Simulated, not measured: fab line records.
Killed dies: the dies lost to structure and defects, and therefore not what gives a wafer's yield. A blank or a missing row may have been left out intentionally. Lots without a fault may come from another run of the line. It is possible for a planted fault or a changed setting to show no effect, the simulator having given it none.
A lot that was struck, set against a sound lot	flow nand harc	13 out of 1302 route steps
Sound: these wafers, L894.1, L894.5, L894.6. Wafers struck: L905.1, L905.4, L905.5. Last of all comes the cause.
At each step with rows: each side's tool, then ch and its chambers, then its first start. Under that, the readings that differ: sound wafers	struck wafers	difference of the means	sigmas: that difference in standard deviations of wafers without a fault.
alike: words and numbers the same on both sides, and readings whose means are apart by under 2 such deviations; not compared: readings that were withheld, readings missing a value for some wafer, numbers with overlapping values and no deviation given by the record, and bounds like >300 which may hide the same value.
A row with sigmas, a row that says differs or no value, or rows on one side alone: a step with any of these is where the two part. Numbers that have no deviation but don't overlap get no sigmas and don't part them. A reading that every wafer of one side lacks parts them only if that side has two wafers or more.

NHARC_P_M1_INSPECT_27:
  sound on defect inspect-02 at day 7 18:52; struck on defect inspect-02 at day 12 12:13
  alike: raw defect count
NHARC_P_M1_PRE_CLEAN_32: time 12 s.
  sound on pecvd-02 ch 0,1,2, day 7 18:58; struck on pecvd-02 ch 0,1, day 12 12:41
  alike: heater power w
NHARC_P_M1_DEP_33: deposits SiCN, target thk 30 nm.
  sound on pecvd-02 ch 0,1,2, day 7 19:06; struck on pecvd-02 ch 0,1, day 12 12:49
  alike: heater power w
then, 8 steps without rows for these wafers: NHARC_P_M2_DEP_00 (deposits SiOC, target thk 182.5 nm); NHARC_P_M2_DEHYDRATE_01 (time 120 s); NHARC_P_M2_HMDS_02 (time 30 s); NHARC_P_M2_COAT_34 (time 65 s); NHARC_P_M2_COAT_03 (resist thk 90 nm); NHARC_P_M2_SOFTBAKE_04 (time 55 s); NHARC_P_M2_EBR_05; NHARC_P_M2_EXPOSE_06 (exposes mask P M2, target cd 170 nm).
NHARC_P_M2_PEB_07: peb time 65 s.
  sound on litho track-06 ch 0, day 7 20:11; struck on litho track-06, day 12 13:53
  no value came back on the struck wafers for chill plate temp C (C), exhaust pa (Pa); on the sound wafers chill plate temp C (C) reads 23.12 23.08 23.17
then, 1 step without rows for these wafers: NHARC_P_M2_DEVELOP_08 (develop time 35 s).

## WHERE THEY PART
NHARC_P_M2_PEB_07 only, going by this record.

WHY: what had been put in by the simulator
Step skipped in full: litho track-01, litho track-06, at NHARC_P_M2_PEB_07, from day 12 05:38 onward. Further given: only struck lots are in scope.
